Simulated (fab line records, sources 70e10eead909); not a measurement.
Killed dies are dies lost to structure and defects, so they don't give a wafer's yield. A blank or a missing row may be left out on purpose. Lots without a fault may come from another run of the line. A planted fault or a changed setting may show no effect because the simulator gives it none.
Chamber matching | flow nand_harc | NHARC_A_CONTACT_ETCH_91 on rie_diel-11: 4 sister chambers
The step etches the open film in CH3F/O2, target depth 40 nm, time 85.7 s. 4 wafers are shown with their chamber, then 7 later ones without.

WAFERS WITH THEIR CHAMBER
wafer  | chamber | drypump_motor_current_A (A)
L315.1 | 1       | 5.5
L318.5 | 2       | 5.1
L319.1 | 3       | 5.6
L319.2 | 0       | 6.3

WAFERS WITHOUT THEIR CHAMBER
wafer  | drypump_motor_current_A (A)
L319.5 | 5.5
L320.1 | 5.1
L320.2 | 5.6
L320.4 | 6.4
L322.1 | 5.6
L322.2 | 6.3
L322.6 | 5.6

WHICH CHAMBER EACH WENT THROUGH
wafer  | from the rows above | in truth
L319.5 | 1                   | 1
L320.1 | 2                   | 2
L320.2 | 3                   | 3
L320.4 | 0                   | 0
L322.1 | 3                   | 3
L322.2 | 0                   | 0
L322.6 | 3                   | 3
Placed correctly: 7 of 7. Can't be placed from these rows: 0. Placed wrongly: 0.
How it was worked out, from the rows above alone: a wafer's distance from a chamber is the root of the sum, over the readings, of the square of ((its reading less the chamber's mean) divided by the reading's scatter). The wafer belongs to the nearest chamber; if the next one is less than 2 further off, it can't be placed. A chamber's mean is the mean of its shown wafers. The scatter: with one shown wafer a chamber, the root of the mean of the squares of how far each hidden wafer lies from its nearest shown one.
